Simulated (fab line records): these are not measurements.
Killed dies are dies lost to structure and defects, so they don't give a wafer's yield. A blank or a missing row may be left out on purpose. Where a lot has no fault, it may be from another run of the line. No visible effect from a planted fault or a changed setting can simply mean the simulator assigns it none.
Which tool did it? || flow n5-finfet || Sampling: 10 lots, 30 wafers, 3 of 1938 route steps

WHAT THE GAUGES SHOWED, per wafer
N5_BEOL_M7_CD_MEAS_28: the cd target is 40 nm. Usual: cd-nm at 40.05 nm, with a standard deviation of 0.21.
{"lot": "L417", "measured": "day 8 15:08", "on": "cd-sem-02", "cd-nm (nm)": "40.19 40.57 39.90", "flag": ""}
{"lot": "L420", "measured": "day 9 14:46", "on": "cd-sem-02", "cd-nm (nm)": "40.23 40.10 40.09", "flag": ""}
{"lot": "L421", "measured": "day 9 18:07", "on": "cd-sem-01", "cd-nm (nm)": "40.01 40.25 40.04", "flag": ""}
{"lot": "L423", "measured": "day 10 12:08", "on": "cd-sem-02", "cd-nm (nm)": "38.20 39.72 39.75", "flag": "OFF"}
{"lot": "L426", "measured": "day 10 20:06", "on": "cd-sem-01", "cd-nm (nm)": "39.98 39.78 40.19", "flag": ""}
{"lot": "L432", "measured": "day 12 09:56", "on": "cd-sem-01", "cd-nm (nm)": "40.29 40.08 40.41", "flag": ""}
{"lot": "L433", "measured": "day 12 15:28", "on": "cd-sem-02", "cd-nm (nm)": "39.97 39.94 40.59", "flag": ""}
{"lot": "L438", "measured": "day 13 23:26", "on": "cd-sem-01", "cd-nm (nm)": "39.86 39.92 39.86", "flag": ""}
{"lot": "L439", "measured": "day 14 04:43", "on": "cd-sem-02", "cd-nm (nm)": "40.16 39.73 39.96", "flag": ""}
{"lot": "L440", "measured": "day 14 22:40", "on": "cd-sem-03", "cd-nm (nm)": "40.30 39.89 40.08", "flag": ""}

TOOL THAT RAN EACH LOT (tool first, then ch and the chambers of the sampled wafers, then the start)
{"lot": "L417", "N5_BEOL_M7_HM_DEP_02": "pvd-sputter-01, day 8 13:22", "N5_BEOL_M7_EXPOSE_25": "euv-scanner-02 ch 0, day 8 15:01"}
{"lot": "L420", "N5_BEOL_M7_HM_DEP_02": "pvd-sputter-03, day 9 13:17", "N5_BEOL_M7_EXPOSE_25": "euv-scanner-01 ch 0, day 9 14:38"}
{"lot": "L421", "N5_BEOL_M7_HM_DEP_02": "pvd-sputter-01, day 9 16:22", "N5_BEOL_M7_EXPOSE_25": "euv-scanner-01 ch 0, day 9 17:59"}
{"lot": "L423", "N5_BEOL_M7_HM_DEP_02": "pvd-sputter-02, day 10 09:48", "N5_BEOL_M7_EXPOSE_25": "euv-scanner-01 ch 0, day 10 12:00"}
{"lot": "L426", "N5_BEOL_M7_HM_DEP_02": "pvd-sputter-02, day 10 17:35", "N5_BEOL_M7_EXPOSE_25": "euv-scanner-02 ch 0, day 10 19:58"}
{"lot": "L432", "N5_BEOL_M7_HM_DEP_02": "pvd-sputter-02, day 12 07:21", "N5_BEOL_M7_EXPOSE_25": "euv-scanner-02 ch 0, day 12 09:49"}
{"lot": "L433", "N5_BEOL_M7_HM_DEP_02": "pvd-sputter-01, day 12 13:48", "N5_BEOL_M7_EXPOSE_25": "euv-scanner-02 ch 0, day 12 15:20"}
{"lot": "L438", "N5_BEOL_M7_HM_DEP_02": "pvd-sputter-02, day 13 21:09", "N5_BEOL_M7_EXPOSE_25": "euv-scanner-02 ch 0, day 13 23:19"}
{"lot": "L439", "N5_BEOL_M7_HM_DEP_02": "pvd-sputter-03, day 14 03:19", "N5_BEOL_M7_EXPOSE_25": "euv-scanner-02 ch 0, day 14 04:35"}
{"lot": "L440", "N5_BEOL_M7_HM_DEP_02": "pvd-sputter-02, day 14 19:43", "N5_BEOL_M7_EXPOSE_25": "euv-scanner-02 ch 0, day 14 22:32"}
- N5_BEOL_M7_HM_DEP_02: deposits TiN, target thk 20 nm.
- N5_BEOL_M7_EXPOSE_25: exposes mask V6, target cd 40 nm.

WHAT THE TOOLS THEMSELVES READ (means of the sampled wafers that have a number; where no wafer has one, the mark that the record gives instead)
N5_BEOL_M7_HM_DEP_02. Usual: throttle-valve-pct at 29.6 %, with a standard deviation of 1.5.
{"lot": "L417", "tool": "pvd-sputter-01", "throttle-valve-pct (%)": 28.4, "flag": ""}
{"lot": "L420", "tool": "pvd-sputter-03", "throttle-valve-pct (%)": 30.1, "flag": ""}
{"lot": "L421", "tool": "pvd-sputter-01", "throttle-valve-pct (%)": 28.2, "flag": ""}
{"lot": "L423", "tool": "pvd-sputter-02", "throttle-valve-pct (%)": 30.0, "flag": ""}
{"lot": "L426", "tool": "pvd-sputter-02", "throttle-valve-pct (%)": 30.4, "flag": ""}
{"lot": "L432", "tool": "pvd-sputter-02", "throttle-valve-pct (%)": 30.4, "flag": ""}
{"lot": "L433", "tool": "pvd-sputter-01", "throttle-valve-pct (%)": 26.8, "flag": ""}
{"lot": "L438", "tool": "pvd-sputter-02", "throttle-valve-pct (%)": 29.9, "flag": ""}
{"lot": "L439", "tool": "pvd-sputter-03", "throttle-valve-pct (%)": 30.4, "flag": ""}
{"lot": "L440", "tool": "pvd-sputter-02", "throttle-valve-pct (%)": 29.7, "flag": ""}

N5_BEOL_M7_EXPOSE_25. Usual: focus-offset-nm 0.1 nm, standard deviation 0.51; reticle-temp-C 22.97 C, standard deviation 0.099.
{"lot": "L417", "tool": "euv-scanner-02", "focus-offset-nm (nm)": 0.1, "reticle-temp-C (C)": 23.05, "flag": ""}
{"lot": "L420", "tool": "euv-scanner-01", "focus-offset-nm (nm)": -0.4, "reticle-temp-C (C)": 22.94, "flag": ""}
{"lot": "L421", "tool": "euv-scanner-01", "focus-offset-nm (nm)": -0.5, "reticle-temp-C (C)": 22.88, "flag": ""}
{"lot": "L423", "tool": "euv-scanner-01", "focus-offset-nm (nm)": 0.8, "reticle-temp-C (C)": 23.06, "flag": ""}
{"lot": "L426", "tool": "euv-scanner-02", "focus-offset-nm (nm)": -0.2, "reticle-temp-C (C)": 23.00, "flag": ""}
{"lot": "L432", "tool": "euv-scanner-02", "focus-offset-nm (nm)": 0.6, "reticle-temp-C (C)": 23.04, "flag": ""}
{"lot": "L433", "tool": "euv-scanner-02", "focus-offset-nm (nm)": 0.6, "reticle-temp-C (C)": 22.78, "flag": ""}
{"lot": "L438", "tool": "euv-scanner-02", "focus-offset-nm (nm)": -0.0, "reticle-temp-C (C)": 23.08, "flag": ""}
{"lot": "L439", "tool": "euv-scanner-02", "focus-offset-nm (nm)": 0.4, "reticle-temp-C (C)": 22.98, "flag": ""}
{"lot": "L440", "tool": "euv-scanner-02", "focus-offset-nm (nm)": 0.3, "reticle-temp-C (C)": 22.93, "flag": ""}

THE ANSWER, worked out from the rows above alone
Rule: a lot counts as off when the mean over its wafers that have a number is more than 3 standard deviations away from the usual mean. A lot without any number at a reading at which 4 lots or more have one is off too. Any other lot the step has rows for is counted as sound. The gauges are gone through in route order, then the tools' own readings, and for those a lot's mean is taken as printed above. The first step at which some lot is off is used, and at that step the reading that is off furthest; a lot without a number counts as furthest.
Off: L423, at N5_BEOL_M7_CD_MEAS_28 (cd-nm).
A tool fits if, at a process step before that reading, it ran every lot that is off, and no sound lot after the first of them. The gauges at N5_BEOL_M7_CD_MEAS_28 are tried like those tools. One fits: N5_BEOL_M7_EXPOSE_25 on euv-scanner-01. Its last sound lot is L421 (day 9 17:59), its first lot that is off L423 (day 10 12:00): a fault that began between those two fits.

WHAT WAS PUT IN BY THE SIMULATOR
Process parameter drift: euv-scanner-01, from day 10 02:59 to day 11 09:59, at N5_BEOL_M7_EXPOSE_25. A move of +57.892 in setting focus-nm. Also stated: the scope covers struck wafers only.
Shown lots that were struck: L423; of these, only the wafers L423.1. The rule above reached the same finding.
